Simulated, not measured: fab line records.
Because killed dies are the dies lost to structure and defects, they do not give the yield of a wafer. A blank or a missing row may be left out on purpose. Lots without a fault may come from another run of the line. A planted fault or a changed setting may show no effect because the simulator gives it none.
fab line records + flow nand_harc
[record]
- lots = 6
- wafers = 18
- last_day = 34
route steps=1302 shown A_WL_FILL@971 A_CONTACT@983 END@1302
lots that met no fault: from a run of the same line without faults
start_h: hours from the record's first day to the start of the lot's first wafer shown + wait_h: hours from the lot's prior step to this one + " repeats the value in the row above + L1.1+2: a row that stands for several wafers + - no value, or no start given + * or withheld: withheld + < > ~ a bound
route shown NAME@n: a module of which the file shows steps, and the number in the route of the first + usual: the fault-free wafers' mean and standard deviation + same: alike in all rows + chamber/n: place in a boat + sites: each site's reading + _std_site: how widely they spread, as a standard deviation + _edge_site: mean of outer sites minus mean of inner sites + radius_mm: for every site, how far away it sits from the centre of the wafer + mask NAME#n: copy n + behind: tool/chamber where the wafer was last shaped + hold: why the lot went on hold/how many hours it stayed there/how the hold came to an end + device: transistor that didn't switch, given as n, p or np + end of line: tests of these same wafers at the route's end + step lacking rows: just its recipe + killed: at the first sort, the dies lost to defects and structure; wafer yield is something else + map: a wafer's dies, marking killed ones x, the rest . and places with no die _
set.NAME: the setting the step ran with; set.NAME@STEP: the setting that earlier step ran with + model.NAME: the simulator's own value behind a step, which no gauge read
lots at selected steps of the route; one table per step, one row per wafer
services: the hour from which a tool's chamber was out of use, counted from the record's first day as start_h (under 0 if before that day), plus the number of hours and why
[[steps]]
[step NHARC_A_WL_FILL_CVD_23]
[recipe]
- target_thk_a = 400
- temp_c = 620
- pressure_mtorr = 200
- time_s = 800
- material = poly-Si
[step NHARC_A_WL_FILL_ETCHBACK_26]
[recipe]
- target_depth_a = 520
- time_s = 13.3
- hbr_flow_sccm = 150
- rf_w = 350
- icp_w = 350
- bias_w = 60
- chemistry = HBr
[usual]
- drypump_motor_current_A = 5.8/0.55
- oes_product_au = 1.002/0.011
- throttle_valve_pct = 23.265/0.0091
| lot.wafer | tool      | chamber | start_h | wait_h | drypump_motor_current_A | oes_product_au | rf_hours_counter_h | throttle_valve_pct |
|-----------|-----------|---------|---------|--------|-------------------------|----------------|--------------------|--------------------|
| L778.2    | rie_si-01 | 1       | 490.37  | 0.4    | 5.5                     | 1.008          | 0.60               | 23.253             |
| L778.1    | "         | 3       | "       | "      | 5.4                     | 0.997          | 0.71               | 23.260             |
| L778.4    | "         | 3       | "       | "      | 5.4                     | 0.992          | -                  | 23.267             |
| L786.3    | rie_si-01 | 0       | 582.30  | 0.4    | 6.0                     | 1.010          | 0.17               | 23.263             |
| L786.2    | "         | 1       | "       | "      | 5.5                     | 1.001          | 0.23               | 23.276             |
| L786.4    | "         | 2       | "       | "      | 5.8                     | 1.003          | 0.21               | 23.277             |
| L793.4    | rie_si-02 | 0       | 629.01  | 0.4    | 6.1                     | 1.010          | 1.02               | 23.278             |
| L793.5    | "         | 0       | "       | "      | 6.1                     | 1.020          | -                  | 23.275             |
| L793.6    | "         | 1       | "       | "      | 4.9                     | 0.992          | -                  | 23.263             |
| L794.3    | rie_si-01 | 2       | 635.13  | 0.4    | 5.8                     | 1.011          | 0.57               | 23.260             |
| L794.2    | "         | 0       | "       | "      | 6.0                     | 1.025          | 0.53               | 23.247             |
| L794.4    | "         | 1       | "       | "      | 5.5                     | 1.006          | 0.57               | 23.269             |
| L792.4    | rie_si-04 | 0       | 637.84  | 0.4    | 5.0                     | 0.999          | 0.70               | 23.261             |
| L792.2    | "         | 2       | "       | "      | 5.9                     | 1.003          | 0.70               | 23.267             |
| L792.1    | "         | 3       | "       | "      | 6.6                     | 1.008          | 0.66               | 23.252             |
| L800.3    | rie_si-02 | 1       | 713.32  | 0.4    | 4.9                     | 1.014          | 0.27               | 23.263             |
| L800.4    | "         | 3       | "       | "      | 5.3                     | 0.988          | -                  | 23.262             |
| L800.6    | "         | 1       | "       | "      | 4.9                     | 1.006          | -                  | 23.281             |
[step NHARC_A_WL_FILL_PRECLEAN_30]
[recipe]
- time_s = 10
- chemistry = dHF
[step NHARC_A_WL_FILL_SRD_14]
[step NHARC_A_WL_FILL_ALD_19]
[recipe]
- target_thk_a = 20
- pulse_time_s = 3
- ald_cycles = 100
- temp_c = 450
- material = TiN
[usual]
- heater_power_w = 1079/110
- precursor_pulse_height_rel = 0.999/0.018
| lot.wafer | tool         | chamber | start_h | wait_h | heater_power_w | precursor_pulse_height_rel |
|-----------|--------------|---------|---------|--------|----------------|----------------------------|
| L778.4    | ald_metal-04 | 1       | 490.68  | 0.1    | 951            | 0.983                      |
| L778.2    | "            | 2       | "       | "      | 1135           | 1.004                      |
| L778.1    | "            | 3       | "       | "      | 1310           | 1.017                      |
| L786.3    | ald_metal-04 | 3       | 582.55  | 0.1    | 1295           | 1.007                      |
| L786.4    | "            | 0       | "       | "      | 993            | 1.016                      |
| L786.2    | "            | 1       | "       | "      | 975            | 0.984                      |
| L793.4    | ald_metal-02 | 2       | 629.29  | 0.1    | 989            | 1.032                      |
| L793.6    | "            | 1       | "       | "      | 1122           | 1.022                      |
| L793.5    | "            | 2       | "       | "      | 978            | 0.991                      |
| L794.2    | ald_metal-02 | 2       | 635.40  | 0.1    | 983            | 0.967                      |
| L794.4    | "            | 3       | "       | "      | 977            | 0.989                      |
| L794.3    | "            | 0       | "       | "      | 1226           | 0.978                      |
| L792.2    | ald_metal-03 | 3       | 638.11  | 0.1    | 1057           | 0.957                      |
| L792.1    | "            | 0       | "       | "      | 975            | 0.989                      |
| L792.4    | "            | 1       | "       | "      | 1036           | 1.011                      |
| L800.4    | ald_metal-02 | 0       | 713.62  | 0.1    | 1238           | 0.982                      |
| L800.3    | "            | 1       | "       | "      | 1116           | 0.991                      |
| L800.6    | "            | 3       | "       | "      | 989            | 1.024                      |
[step NHARC_A_WL_FILL_CVD_20]
[recipe]
- target_thk_a = 1000
- temp_c = 400
- pressure_torr = 40
- wf6_flow_sccm = 40
- h2_flow_sccm = 1600
- ar_flow_sccm = 1560
- time_s = 74
- material = W
[usual]
- heater_power_w = 799/85
- throttle_valve_pct = 8.17/0.16
| lot.wafer | tool     | chamber | start_h | wait_h | heater_power_w | throttle_valve_pct |
|-----------|----------|---------|---------|--------|----------------|--------------------|
| L778.2    | cvd_w-02 | 0       | -       | -      | 687            | 8.17               |
| L778.1    | "        | 1       | "       | "      | 908            | 8.44               |
| L778.4    | "        | 1       | "       | "      | 912            | 8.62               |
| L786.2    | cvd_w-02 | 0       | -       | -      | 680            | 7.85               |
| L786.4    | "        | 1       | "       | "      | 925            | 8.22               |
| L786.3    | "        | 0       | "       | "      | 702            | 7.92               |
| L793.4    | cvd_w-01 | 1       | -       | -      | 786            | 7.98               |
| L793.5    | "        | 0       | "       | "      | 804            | 8.05               |
| L793.6    | "        | 1       | "       | "      | 791            | 8.31               |
| L794.2    | cvd_w-01 | 1       | -       | -      | 755            | 8.02               |
| L794.3    | "        | 1       | "       | "      | 776            | 8.14               |
| L794.4    | "        | 0       | "       | "      | 838            | 8.08               |
| L792.2    | cvd_w-01 | 1       | -       | -      | 765            | 8.41               |
| L792.1    | "        | 0       | "       | "      | 834            | 8.42               |
| L792.4    | "        | 1       | "       | "      | 762            | 8.03               |
| L800.4    | cvd_w-02 | 1       | -       | -      | 862            | 7.88               |
| L800.3    | "        | 0       | "       | "      | 698            | 8.12               |
| L800.6    | "        | 0       | "       | "      | 690            | 8.15               |
[step NHARC_A_WL_FILL_CMP_12]
[recipe]
- t_overpolish_s = 30
- target_thk_nm = 100
[usual]
- motor_current_A = 11.5/1.2
- overpolish_run_s = 29.999/0.0085
- retaining_ring_pressure_frac = 0.999/0.005
- time_to_endpoint_s = 19.6/2.7
| lot.wafer | tool   | chamber | start_h | wait_h | motor_current_A | overpolish_run_s | retaining_ring_pressure_frac | time_to_endpoint_s |
|-----------|--------|---------|---------|--------|-----------------|------------------|------------------------------|--------------------|
| L778.1    | cmp-04 | 2       | 491.07  | 0.1    | 13.2            | 30.008           | 1.001                        | 19.8               |
| L778.2    | "      | 3       | "       | "      | 10.3            | 29.993           | 1.005                        | 23.0               |
| L778.4    | "      | 0       | "       | "      | 9.4             | 29.997           | 1.001                        | 20.5               |
| L786.2    | cmp-02 | 0       | 582.94  | 0.1    | 12.2            | 29.994           | 1.000                        | 18.8               |
| L786.4    | "      | 1       | "       | "      | 11.5            | 30.007           | 1.009                        | 18.8               |
| L786.3    | "      | 3       | "       | "      | 11.2            | 30.002           | 0.999                        | 26.5               |
| L793.4    | cmp-04 | 1       | 629.80  | 0.1    | 13.0            | 29.994           | 1.004                        | 20.3               |
| L793.6    | "      | 0       | "       | "      | 10.2            | 30.006           | 0.998                        | 18.7               |
| L793.5    | "      | 1       | "       | "      | 13.0            | 30.007           | 1.007                        | 15.0               |
| L794.3    | cmp-01 | 0       | 635.78  | 0.1    | 10.0            | 30.010           | 0.997                        | 16.7               |
| L794.4    | "      | 1       | "       | "      | 11.9            | 29.995           | 1.000                        | 15.6               |
| L794.2    | "      | 2       | "       | "      | 10.8            | 29.990           | 0.992                        | 17.6               |
| L792.1    | cmp-02 | 2       | 638.49  | 0.1    | 11.7            | 30.002           | 0.998                        | 22.7               |
| L792.2    | "      | 3       | "       | "      | 11.3            | 29.984           | 1.004                        | 27.0               |
| L792.4    | "      | 1       | "       | "      | 11.7            | 30.002           | 0.993                        | 18.8               |
| L800.4    | cmp-04 | 3       | 714.07  | 0.1    | 10.5            | 29.993           | 0.994                        | 21.1               |
| L800.3    | "      | 0       | "       | "      | 10.0            | 30.008           | 0.994                        | 21.8               |
| L800.6    | "      | 0       | "       | "      | 10.4            | 30.003           | 1.002                        | 21.0               |
[step NHARC_A_WL_FILL_SRD_31]
[step NHARC_A_WL_FILL_INSPECT_15]
[usual]
- raw_defect_count = 492/130
| lot.wafer | tool              | chamber | start_h | wait_h | raw_defect_count |
|-----------|-------------------|---------|---------|--------|------------------|
| L778.1    | defect_inspect-02 | -       | 491.56  | 0.0    | 570              |
| L778.2    | "                 | -       | "       | "      | 575              |
| L778.4    | "                 | -       | "       | "      | 522              |
| L786.2    | defect_inspect-02 | -       | 583.40  | 0.0    | 508              |
| L786.3    | "                 | -       | "       | "      | 460              |
| L786.4    | "                 | -       | "       | "      | 550              |
| L793.4    | defect_inspect-01 | -       | 630.24  | 0.0    | 335              |
| L793.5    | "                 | -       | "       | "      | 384              |
| L793.6    | "                 | -       | "       | "      | 373              |
| L794.2    | defect_inspect-01 | -       | 636.25  | 0.0    | 492              |
| L794.3    | "                 | -       | "       | "      | 580              |
| L794.4    | "                 | -       | "       | "      | 709              |
| L792.1    | defect_inspect-02 | -       | 638.95  | 0.0    | 386              |
| L792.2    | "                 | -       | "       | "      | 582              |
| L792.4    | "                 | -       | "       | "      | 521              |
| L800.3    | defect_inspect-01 | -       | 714.56  | 0.0    | 352              |
| L800.4    | "                 | -       | "       | "      | 420              |
| L800.6    | "                 | -       | "       | "      | 523              |
[step NHARC_A_CONTACT_DEP_24]
[recipe]
- target_thk_a = 5000
- temp_c = 400
- pressure_torr = 6.5
- rf_w = 900
- teos_flow_sccm = 161.4
- flow_sccm = 2650
- target_thk_nm = 500
- gas = O2
- material = SiO2
[usual]
- heater_power_w = 528/71
- mfc_precursor_sccm = 161.4/0.47
- throttle_valve_pct = 15.9/0.38
| lot.wafer | tool     | chamber | start_h | wait_h | heater_power_w | mfc_precursor_sccm | throttle_valve_pct |
|-----------|----------|---------|---------|--------|----------------|--------------------|--------------------|
| L778.2    | pecvd-01 | 0       | 491.63  | 0.1    | 646            | 161.5              | 15.2               |
| L778.1    | "        | 2       | "       | "      | 508            | 160.5              | 16.1               |
| L778.4    | "        | 2       | "       | "      | 396            | 161.3              | 16.0               |
| L786.3    | pecvd-03 | 1       | 583.47  | 0.1    | 504            | 162.0              | 16.0               |
| L786.2    | "        | 0       | "       | "      | 407            | 161.9              | 15.5               |
| L786.4    | "        | 0       | "       | "      | 464            | 161.4              | 15.7               |
| L793.6    | pecvd-03 | 0       | 630.49  | 0.2    | 537            | 167.5              | 15.7               |
| L793.4    | "        | 1       | "       | "      | 566            | 161.4              | 16.1               |
| L793.5    | "        | 2       | "       | "      | 564            | 160.6              | 15.3               |
| L794.2    | pecvd-03 | 0       | 636.37  | 0.1    | 543            | 168.4              | 15.9               |
| L794.3    | "        | 1       | "       | "      | 549            | 161.2              | 16.0               |
| L794.4    | "        | 1       | "       | "      | 543            | 161.6              | 16.3               |
| L792.2    | pecvd-01 | 0       | 639.08  | 0.1    | 563            | 161.7              | 15.6               |
| L792.1    | "        | 1       | "       | "      | 604            | 161.2              | 16.6               |
| L792.4    | "        | 0       | "       | "      | 583            | 161.6              | 15.8               |
| L800.3    | pecvd-04 | 2       | 714.63  | 0.1    | 673            | 161.0              | 15.6               |
| L800.4    | "        | 0       | "       | "      | 409            | 160.9              | 16.1               |
| L800.6    | "        | 1       | "       | "      | 510            | 160.8              | 16.2               |
[step NHARC_END_SORT_01]
[recipe]
- temp_c = 25
[usual]
- killed_at_array = 55/17
- killed_at_other = 1.1/1.6
- killed_at_periphery = 3.8/2.5
- killed_dies = 60/18
- killed_open = 3.3/1.9
- killed_short = 2.5/1.7
[same]
- gross_dies = 677
| lot.wafer | tool      | chamber | start_h | wait_h | killed_at_array | killed_at_other | killed_at_periphery | killed_dies | killed_open | killed_short |
|-----------|-----------|---------|---------|--------|-----------------|-----------------|---------------------|-------------|-------------|--------------|
| L778.1    | prober-01 | 0       | 572.38  | 2.5    | 63              | 2               | 4                   | 69          | 1           | 3            |
| L778.2    | prober-01 | 0       | 573.18  | 2.8    | 78              | 1               | 2                   | 81          | 2           | 6            |
| L778.4    | prober-01 | 0       | 574.79  | 3.4    | 66              | 0               | 8                   | 74          | 7           | 6            |
| L786.2    | prober-02 | 0       | 660.57  | 2.8    | 16              | 3               | 0                   | 19          | 3           | 2            |
| L786.3    | prober-02 | 0       | 661.36  | 3.1    | 9               | 4               | 6                   | 19          | 1           | 1            |
| L786.4    | prober-02 | 0       | 662.14  | 3.3    | 16              | 1               | 4                   | 21          | 2           | 2            |
| L793.4    | prober-02 | 0       | 710.10  | 3.4    | 67              | 0               | 8                   | 75          | 4           | 3            |
| L793.5    | prober-02 | 0       | 710.90  | 3.7    | 40              | 1               | 6                   | 47          | 3           | 2            |
| L793.6    | prober-02 | 0       | 711.71  | 4.0    | 53              | 0               | 7                   | 60          | 1           | 1            |
| L792.1    | prober-01 | 0       | 719.08  | 2.5    | 57              | 1               | 1                   | 59          | 5           | 3            |
| L792.2    | prober-01 | 0       | 719.88  | 2.8    | 48              | 0               | 5                   | 53          | 3           | 3            |
| L792.4    | prober-01 | 0       | 721.48  | 3.4    | 48              | 1               | 7                   | 56          | 7           | 1            |
| L794.2    | prober-01 | 0       | 720.04  | 2.8    | 87              | 1               | 3                   | 91          | 2           | 0            |
| L794.3    | prober-01 | 0       | 720.85  | 3.1    | 63              | 0               | 4                   | 67          | 4           | 3            |
| L794.4    | prober-01 | 0       | 721.66  | 3.4    | 91              | 1               | 4                   | 96          | 2           | 4            |
| L800.3    | prober-02 | 0       | 802.06  | 3.1    | 40              | 1               | 2                   | 43          | 1           | 4            |
| L800.4    | prober-02 | 0       | 802.86  | 3.4    | 59              | 0               | 3                   | 62          | 3           | 1            |
| L800.6    | prober-02 | 0       | 804.46  | 4.0    | 42              | 0               | 3                   | 45          | 2           | 2            |
// killed by level:class
L778.1 A_CHANNEL_HOLE_D1:chamber_film_flake=32 A_SLIT:chamber_film_flake=11 A_CHANNEL_HOLE_D2:chamber_film_flake=9 A_CONTACT:chamber_film_flake=3 A_CHANNEL_FILL_D2:geometric_particle:short=2 P_CONTACT:chamber_film_flake=2 A_STAIRCASE:chamber_film_flake=2 THIN_TSV:chamber_film_flake=2
L778.2 A_CHANNEL_HOLE_D1:chamber_film_flake=33 A_SLIT:chamber_film_flake=28 A_CHANNEL_HOLE_D2:chamber_film_flake=5 A_STAIRCASE:chamber_film_flake=3 A_DECK1_JOINT:geometric_particle:short=2 P_M0:geometric_particle:open=1 A_ONON_D1:geometric_particle:short=1 A_CHANNEL_HOLE_D1:geometric_particle:short=1
L778.4 A_CHANNEL_HOLE_D1:chamber_film_flake=27 A_SLIT:chamber_film_flake=15 A_CHANNEL_HOLE_D2:chamber_film_flake=7 P_CONTACT:chamber_film_flake=4 A_STAIRCASE:chamber_film_flake=3 A_CHANNEL_FILL_D1:geometric_particle:short=2 A_CHANNEL_FILL_D1:geometric_particle:open=2 P_GATE:chamber_film_flake=2
L786.2 A_CHANNEL_HOLE_D1:chamber_film_flake=3 A_SLIT:chamber_film_flake=3 A_CONTACT:chamber_film_flake=3 THIN_TSV:chamber_film_flake=3 A_ONON_D1:geometric_particle:open=1 A_DECK1_JOINT:geometric_particle:short=1 A_ONON_D2:geometric_particle:short=1 A_ONON_D2:geometric_particle:open=1
L786.3 THIN_TSV:chamber_film_flake=4 P_ZERO_WELL:chamber_film_flake=3 P_M1:chamber_film_flake=3 A_CHANNEL_HOLE_D1:chamber_film_flake=2 A_CHANNEL_HOLE_D2:chamber_film_flake=2 A_CONTACT:chamber_film_flake=2 A_DECK1_JOINT:geometric_particle:open=1 A_ONON_D2:geometric_particle:short=1
L786.4 A_CONTACT:chamber_film_flake=4 A_CHANNEL_HOLE_D1:chamber_film_flake=3 A_SLIT:chamber_film_flake=2 A_WL_FILL:chamber_film_flake=2 P_M0:geometric_particle:short=1 A_STAIRCASE:geometric_particle:short=1 A_CONTACT:geometric_particle:open=1 A_M1:geometric_particle:open=1
L793.4 A_SLIT:chamber_film_flake=33 A_CHANNEL_HOLE_D1:chamber_film_flake=8 A_STAIRCASE:chamber_film_flake=8 A_CONTACT:chamber_film_flake=4 P_M2:chamber_film_flake=3 A_ZERO_WELL:chamber_film_flake=3 A_WL_FILL:geometric_particle:short=2 P_STI:chamber_film_flake=2
L793.5 A_SLIT:chamber_film_flake=15 A_CHANNEL_HOLE_D1:chamber_film_flake=6 P_GATE:chamber_film_flake=4 A_ZERO_WELL:chamber_film_flake=3 A_STAIRCASE:chamber_film_flake=3 A_CONTACT:chamber_film_flake=3 A_CHANNEL_FILL_D2:geometric_particle:open=2 A_CHANNEL_FILL_D2:chamber_film_flake=2
L793.6 A_SLIT:chamber_film_flake=27 A_CHANNEL_HOLE_D1:chamber_film_flake=12 A_CONTACT:chamber_film_flake=4 A_STAIRCASE:chamber_film_flake=3 P_ZERO_WELL:chamber_film_flake=2 P_STI:chamber_film_flake=2 P_CONTACT:geometric_particle:open=1 A_ONON_D1:geometric_particle:short=1
L792.1 A_CHANNEL_HOLE_D1:chamber_film_flake=34 A_CONTACT:chamber_film_flake=7 A_BONDPAD:chamber_film_flake=3 A_M0:geometric_particle:open=2 A_ZERO_WELL:chamber_film_flake=2 A_STAIRCASE:chamber_film_flake=2 A_DECK1_JOINT:geometric_particle:open=1 A_ONON_D2:geometric_particle:short=1
L792.2 A_CHANNEL_HOLE_D1:chamber_film_flake=28 A_CONTACT:chamber_film_flake=5 A_SLIT:chamber_film_flake=4 P_ZERO_WELL:chamber_film_flake=3 A_BONDPAD:chamber_film_flake=3 A_CHANNEL_FILL_D1:chamber_film_flake=2 P_STI:geometric_particle:open=1 P_M0:geometric_particle:short=1
L794.2 A_CHANNEL_HOLE_D1:chamber_film_flake=31 A_SLIT:chamber_film_flake=28 A_CHANNEL_HOLE_D2:chamber_film_flake=13 A_STAIRCASE:chamber_film_flake=6 A_CONTACT:geometric_particle:open=2 P_GATE:chamber_film_flake=2 A_ZERO_WELL:chamber_film_flake=2 P_STI:chamber_film_flake=1
L794.3 A_CHANNEL_HOLE_D1:chamber_film_flake=23 A_SLIT:chamber_film_flake=18 A_CONTACT:chamber_film_flake=6 A_CHANNEL_HOLE_D2:chamber_film_flake=5 P_M2:chamber_film_flake=3 A_CHANNEL_FILL_D2:chamber_film_flake=2 A_STAIRCASE:chamber_film_flake=2 P_M2:geometric_particle:open=1
L792.4 A_CHANNEL_HOLE_D1:chamber_film_flake=26 A_CONTACT:chamber_film_flake=4 A_SLIT:chamber_film_flake=3 A_STAIRCASE:chamber_film_flake=3 A_DECK1_JOINT:geometric_particle:open=2 P_ZERO_WELL:chamber_film_flake=2 P_M2:chamber_film_flake=2 A_WL_FILL:chamber_film_flake=2
L794.4 A_CHANNEL_HOLE_D1:chamber_film_flake=30 A_SLIT:chamber_film_flake=30 A_CHANNEL_HOLE_D2:chamber_film_flake=10 A_STAIRCASE:chamber_film_flake=5 A_CONTACT:chamber_film_flake=5 A_WL_FILL:geometric_particle:short=2 P_STI:chamber_film_flake=2 P_M2:chamber_film_flake=2
L800.3 A_CHANNEL_HOLE_D2:chamber_film_flake=11 A_CHANNEL_HOLE_D1:chamber_film_flake=10 A_CONTACT:chamber_film_flake=8 A_SLIT:chamber_film_flake=4 A_BLC:chamber_film_flake=2 P_GATE:geometric_particle:short=1 P_M0:geometric_particle:short=1 A_CHANNEL_FILL_D1:geometric_particle:short=1
L800.4 A_CHANNEL_HOLE_D2:chamber_film_flake=25 A_CHANNEL_HOLE_D1:chamber_film_flake=14 A_SLIT:chamber_film_flake=6 A_CONTACT:chamber_film_flake=5 A_BLC:chamber_film_flake=4 A_ZERO_WELL:chamber_film_flake=2 P_M0:geometric_particle:open=1 P_M2:geometric_particle:open=1
L800.6 A_CHANNEL_HOLE_D2:chamber_film_flake=16 A_SLIT:chamber_film_flake=9 A_CONTACT:chamber_film_flake=7 A_CHANNEL_HOLE_D1:chamber_film_flake=6 P_STI:geometric_particle:short=1 P_M0:geometric_particle:open=1 A_ONON_D2:geometric_particle:open=1 A_BLC:geometric_particle:short=1
[[services]]
| tool         | chamber | start_h | hours | kind   |
|--------------|---------|---------|-------|--------|
| cvd_w-02     | -       | 471.17  | 2.4   | repair |
| ald_metal-04 | -       | 474.00  | 10.0  | pm     |
| cmp-04       | -       | 478.79  | 4.5   | repair |
| rie_si-01    | 0       | 483.15  | 11.3  | repair |
| pecvd-01     | -       | 492.64  | 13.0  | pm     |
| ald_metal-02 | -       | 494.20  | 1.6   | repair |
| cmp-04       | -       | 503.06  | 4.0   | pm     |
| cmp-04       | -       | 514.29  | 1.1   | repair |
| rie_si-01    | 2       | 518.73  | 5.2   | repair |
| cmp-04       | -       | 520.76  | 16.2  | repair |
| cmp-04       | -       | 546.15  | 0.9   | repair |
| cvd_w-01     | -       | 547.00  | 13.0  | pm     |
| rie_si-01    | -       | 547.00  | 9.0   | pm     |
| pecvd-03     | -       | 547.31  | 13.0  | pm     |
| cmp-04       | -       | 584.85  | 8.8   | repair |
| ald_metal-02 | 3       | 593.19  | 10.9  | repair |
| cmp-04       | -       | 601.06  | 4.0   | pm     |
| pecvd-03     | 2       | 604.12  | 21.4  | repair |
| ald_metal-02 | -       | 610.00  | 10.0  | pm     |
| pecvd-03     | 1       | 616.84  | 8.5   | repair |
| cvd_w-02     | -       | 631.02  | 13.0  | pm     |
| pecvd-03     | -       | 660.29  | 6.1   | repair |
| cmp-04       | -       | 699.21  | 4.0   | pm     |
| ald_metal-02 | -       | 709.70  | 1.2   | repair |
[[key]]
[first_sign]
- step = NHARC_A_CONTACT_DEP_24
- reading = mfc_precursor_sccm
- direction = up
- sigmas = 14
- usual = 161.4
- struck = 167.9
effect none on later readings
met_at NHARC_A_CONTACT_DEP_24
struck_wafers L793.6,L794.2
tester_left_out L793,L794
onset_between 583.47 630.49
[fault]
- kind = process_parameter_drift
- tool = pecvd-03
- chamber = 0
- onset_h = 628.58
- steps = NHARC_A_CONTACT_DEP_24
- channel = teos_flow_sccm
- offset = *
- shape = step
- end_h = 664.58
- acts_in = *
- stated = *
// tester_left_out: of these lots the tester's yield and bins aren't shown, on N5 and GAA mostly nor the transistor test; their killed dies are dies lost to structure and defects alone, not to doping, threshold or leakage, so they don't give the yield
